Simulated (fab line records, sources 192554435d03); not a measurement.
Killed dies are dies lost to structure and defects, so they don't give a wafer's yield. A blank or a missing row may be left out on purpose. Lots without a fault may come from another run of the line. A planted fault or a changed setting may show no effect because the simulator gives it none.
A struck lot beside a sound one | flow n5_finfet | 16 steps out of a route of 1938
Sound: wafers L289.1, L289.2, L289.3. Struck: wafers L297.1, L297.4, L297.6. The cause comes at the end.
At each step with rows: each side's tool, then ch and its chambers, then its first start. Under that, the readings that differ: sound wafers | struck wafers | difference of the means | sigmas: that difference in standard deviations of wafers without a fault.
alike: readings whose means differ by less than 2 such deviations, and words and numbers that are the same on both sides. not compared: withheld readings, readings that some wafer has no value for, bounds like >300 that may hide the same value, and numbers for which the record gives no deviation and whose values overlap.
The two part at a step that has a row with sigmas, a row that says differs or no value, or rows on one side only. Numbers that don't overlap but have no deviation are shown without sigmas and don't part them. A reading that every wafer of one side lacks parts them only if that side has two wafers or more.

first, 2 steps without rows for these wafers: N5_HKMG_FIN_WET_ETCH_18 (etches TiN in SC1, time 55 s, target depth 5.2 nm, rinse time 30 s); N5_HKMG_FIN_STRIP_19 (strips in N2/H2, time 360 s).
N5_HKMG_FIN_ALD_91: deposits TiN, target thk 1 nm, pulse time 1 s, purge time 3 s.
  sound on ald_metal-02 ch 0,1,3, day 4 02:50; struck on ald_metal-04 ch 0,1, day 6 06:35
  alike: heater_power_w, precursor_pulse_height_rel
then, 1 step without rows for these wafers: N5_HKMG_FIN_COAT_85 (time 60 s, resist thk 300 nm).
N5_HKMG_FIN_ETCH_86: etches SOC in N2/H2, stops on TiN, target depth 393.2 nm.
  sound on rie_diel-01 ch 0,1,2, day 4 03:10; struck on rie_diel-04 ch 1,2,3, day 6 06:56
  alike: drypump_motor_current_A, n2_flow_sccm, oes_product_au, rf_vpp_V, showerhead_plenum_p_Torr, throttle_valve_pct
  not compared: rf_hours_counter_h
N5_HKMG_FIN_STRIP_89: strips SOC in N2/H2, time 20 s.
  sound on rie_diel-01 ch 0,1,2, day 4 03:14; struck on rie_diel-04 ch 1,2,3, day 6 06:59
  alike: bias_power_w, chamber_pressure_mTorr, drypump_motor_current_A, n2_flow_sccm, oes_product_au, rf_vpp_V, showerhead_plenum_p_Torr, throttle_valve_pct
  not compared: rf_hours_counter_h
then, 2 steps without rows for these wafers: N5_HKMG_FIN_WET_ETCH_87 (etches TiN in SC1, time 154.2 s, target depth 4.7 nm, rinse time 30 s); N5_HKMG_FIN_STRIP_88 (strips in N2/H2, time 360 s).
N5_HKMG_FIN_NWFM_ALD_20: deposits TiAlC, target thk 2 nm, pulse time 3 s, purge time 2 s.
  sound on ald_metal-04 ch 0,2,3, day 4 03:55; struck on ald_metal-01 ch 1,3, day 6 07:34
  alike: heater_power_w, precursor_pulse_height_rel
N5_HKMG_FIN_ALD_71: deposits TiN, target thk 1 nm, pulse time 1 s, purge time 3 s.
  sound on ald_metal-04 ch 0,2,3, day 4 04:01; struck on ald_metal-01 ch 1,3, day 6 07:40
  alike: heater_power_w, precursor_pulse_height_rel
then, 2 steps without rows for these wafers: N5_HKMG_FIN_COAT_66 (time 60 s, resist thk 300 nm); N5_HKMG_FIN_ETCH_67 (etches SOC in N2/H2, stops on TiN, target depth 388.9 nm).
N5_HKMG_FIN_STRIP_90: strips SOC in N2/H2, time 20 s.
  sound on rie_diel-04 ch 0,1,2, day 4 04:25; struck on rie_diel-01 ch 0,2,3, day 6 08:08
  no value came back on the struck wafers for any of 9 readings (bias_power_w (W), chamber_pressure_mTorr (mTorr) and others); on the sound wafers bias_power_w (W) reads 8.016 7.994 8.007
then, 1 step without rows for these wafers: N5_HKMG_FIN_WET_ETCH_73 (etches the open film in SC1, time 42.3 s, target depth 1.3 nm, rinse time 30 s).
-- the record jumps here: 4 days lie between the struck wafers' starts before and after (it left off in module HKMG_FIN and takes up again in module BEOL_M4, whose first step shown is number 1111 of the route) --
N5_BEOL_M4_RC_MEAS_101:
  sound on prober-01 ch 0, day 8 22:22; struck on prober-02 ch 0, day 10 17:37
  alike: DIBL_N, DIBL_P, IOFF_N, IOFF_P, ION_N, ION_P, SS_N, SS_P, VT_N, VT_P
then, 1 step without rows for these wafers: N5_PASSIVATION_PROBE_49.

WHERE THEY PART
Only at N5_HKMG_FIN_STRIP_90, within this record. Later steps at which nothing parts them and some readings are alike: N5_BEOL_M4_RC_MEAS_101.

WHY: what the simulator had put in
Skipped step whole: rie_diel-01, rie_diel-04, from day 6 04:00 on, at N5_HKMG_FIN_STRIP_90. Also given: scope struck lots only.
